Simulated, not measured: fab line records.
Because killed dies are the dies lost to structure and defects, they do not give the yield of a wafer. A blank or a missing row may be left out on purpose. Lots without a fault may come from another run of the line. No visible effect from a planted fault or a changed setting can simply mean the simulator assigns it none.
A struck lot beside a sound one | flow nandHarc | 40 out of 1159 route steps
Sound: wafers L265.1, L265.3, L265.6. Struck: wafers L252.4, L252.6. (L252.2 of the same lot was not struck and is left out.) The cause comes at the end.
For every step that has rows: the tool of each side, followed by ch and its chambers, followed by its first start. Under that, the readings that differ: sound wafers | struck wafers | difference of the means | sigmas: that difference in standard deviations of wafers without a fault.
alike: words and numbers the same on both sides, and readings whose means are apart by under 2 such deviations; not compared: readings that were withheld, readings missing a value for some wafer, numbers with overlapping values and no deviation given by the record, and bounds like >300 which may hide the same value.
Wherever a step has rows on one side only, a row that says differs or no value, or a row with sigmas, the two part there. Numbers that have no deviation but don't overlap get no sigmas and don't part them. A reading that every wafer of one side lacks parts them only if that side has two wafers or more.

first, 6 steps without rows for these wafers: NHARC_A_M0_PRE_CLEAN_29 (time 30 s); NHARC_A_M0_PVD_20 (deposits TaN, target thk 5 nm, time 8.06 s); NHARC_A_M0_PVD_21 (deposits Cu, target thk 30 nm, time 20.49 s); NHARC_A_M0_ECD_22 (material Cu, target thk 400 nm); NHARC_A_M0_ANNEAL_30 (time 90 s); NHARC_A_M0_CMP_23 (polishes, t overpolish 20 s, target thk 113.75 nm).
NHARC_A_M0_THK_MEAS_24: measures by xrf.
  sound on filmMetro-02 at day 22 03:44; struck on filmMetro-01 at day 18 22:34
  alike: thkNm
after that, 1 step had no rows for these wafers: NHARC_A_M0_SRD_25.
NHARC_A_M0_INSPECT_27:
  sound on defectInspect-01 at day 22 03:53; struck on defectInspect-02 at day 18 22:44
  alike: rawDefectCount
then, 2 steps without rows for these wafers: NHARC_A_M0_PRE_CLEAN_31 (time 12 s); NHARC_A_M0_DEP_32 (deposits SiCN, target thk 30 nm).
NHARC_A_M1_DEP_00: deposits SiOC, target thk 182.5 nm.
  sound on pecvd-04 ch 0,1,2, day 22 04:29; struck on pecvd-01 ch 0,2, day 18 23:18
then, 9 steps without rows for these wafers: NHARC_A_M1_DEHYDRATE_01 (time 120 s); NHARC_A_M1_HMDS_02 (time 30 s); NHARC_A_M1_COAT_34 (time 65 s); NHARC_A_M1_COAT_03 (resist thk 90 nm); NHARC_A_M1_SOFTBAKE_04 (time 55 s); NHARC_A_M1_EBR_05; NHARC_A_M1_EXPOSE_06 (exposes mask A M1, target cd 120 nm); NHARC_A_M1_PEB_07 (peb time 65 s); NHARC_A_M1_DEVELOP_08 (develop time 35 s).
NHARC_A_M1_CD_MEAS_09: the cd target is 120 nm.
  sound on cdSem-03 ch 0, day 22 05:19; struck on cdSem-01 ch 0, day 19 00:08
  alike: cdNm
NHARC_A_M1_OVL_MEAS_10: pitch 240 nm.
  sound on overlay-02 at day 22 05:23; struck on overlay-02 at day 19 00:14
  alike: overlayXNm, overlayYNm
NHARC_A_M1_INSPECT_11:
  sound on defectInspect-02 at day 22 05:26; struck on defectInspect-02 at day 19 00:16
reading        | sound    | struck | difference | sigmas
rawDefectCount | 48 45 53 | 14 14  | -35        | -2
then, 3 steps without rows for these wafers: NHARC_A_M1_DESCUM_14 (chemistry O2, time 3 s); NHARC_A_M1_ETCH_35 (etches the open film in N2/H2, target depth 40 nm, overetch 12 nm, time 43.94 s); NHARC_A_M1_ETCH_15 (etches the open film in C4F8/Ar, target depth 182.5 nm, time 91.2 s).
NHARC_A_M1_CD_MEAS_16:
  sound on cdSem-03 at day 22 05:50; struck on cdSem-01 at day 19 00:38
reading   | sound             | struck      | difference | sigmas
cdNm (nm) | 120.2 120.7 120.9 | 119.2 118.6 | -1.7       | -3
NHARC_A_M1_STRIP_18: strips in N2/H2.
  sound on rieDiel-01 ch 1,2, day 22 05:56; struck on rieDiel-07 ch 0,1, day 19 00:42
reading                  | sound       | struck  | difference | sigmas
drypumpMotorCurrentA (A) | 5.4 5.3 5.4 | 6.3 6.3 | +0.9       | +2
  alike: chamberPressureMTorr, oesProductAu, rfVppV, showerheadPlenumPTorr, throttleValvePct
  not compared: rfHoursCounterH
then, 2 steps without rows for these wafers: NHARC_A_M1_ETCH_28 (etches the open film in CF4/N2, target depth 30 nm, time 72.99 s); NHARC_A_M1_STRIP_19 (strips in post etch residue remover, time 600 s).
NHARC_A_M1_DEGAS_29: time 60 s.
  sound on pvdSputter-01 at day 22 06:35; struck on pvdSputter-03 at day 19 01:22
reading          | sound       | struck  | difference | sigmas
heaterPowerW (W) | 304 342 266 | 401 410 | +102       | +2
then, 1 step without rows for these wafers: NHARC_A_M1_PRE_CLEAN_30 (time 30 s).
NHARC_A_M1_PVD_20: deposits TaN, target thk 5 nm, time 8.06 s.
  sound on pvdSputter-01; struck on pvdSputter-03
reading              | sound          | struck    | difference | sigmas
throttleValvePct (%) | 30.1 30.1 28.7 | 31.7 31.3 | +1.9       | +2
then, 2 steps without rows for these wafers: NHARC_A_M1_PVD_21 (deposits Cu, target thk 30 nm, time 20.49 s); NHARC_A_M1_ECD_22 (material Cu, target thk 400 nm).
NHARC_A_M1_ANNEAL_31: time 90 s.
  sound on rtpAnneal-02 ch 0, day 22 07:21; struck on rtpAnneal-01 ch 0, day 19 02:09
  alike: wafer_temp_C_max
NHARC_A_M1_CMP_23: polishes, t overpolish 20 s, target thk 154.34 nm.
  sound on cmp-04 ch 0,1,2, day 22 07:43; struck on cmp-02 ch 3, day 19 02:29
  alike: motorCurrentA, timeToEndpointS
after that, 1 step had no rows for these wafers: NHARC_A_M1_SRD_25.
-- the record jumps here: 2 days lie between the struck wafers' starts before and after (it left off in module A_M1 and takes up again in module END, whose first step shown is number 1159 of the route) --
NHARC_END_SORT_01:
  at this point the record logs the struck wafers (prober-02 ch 0, day 21 02:43) and has no rows for the sound ones

WHERE THEY PART
First at NHARC_A_M1_INSPECT_11; last, within this record, at NHARC_END_SORT_01.

WHY: what the simulator had put in
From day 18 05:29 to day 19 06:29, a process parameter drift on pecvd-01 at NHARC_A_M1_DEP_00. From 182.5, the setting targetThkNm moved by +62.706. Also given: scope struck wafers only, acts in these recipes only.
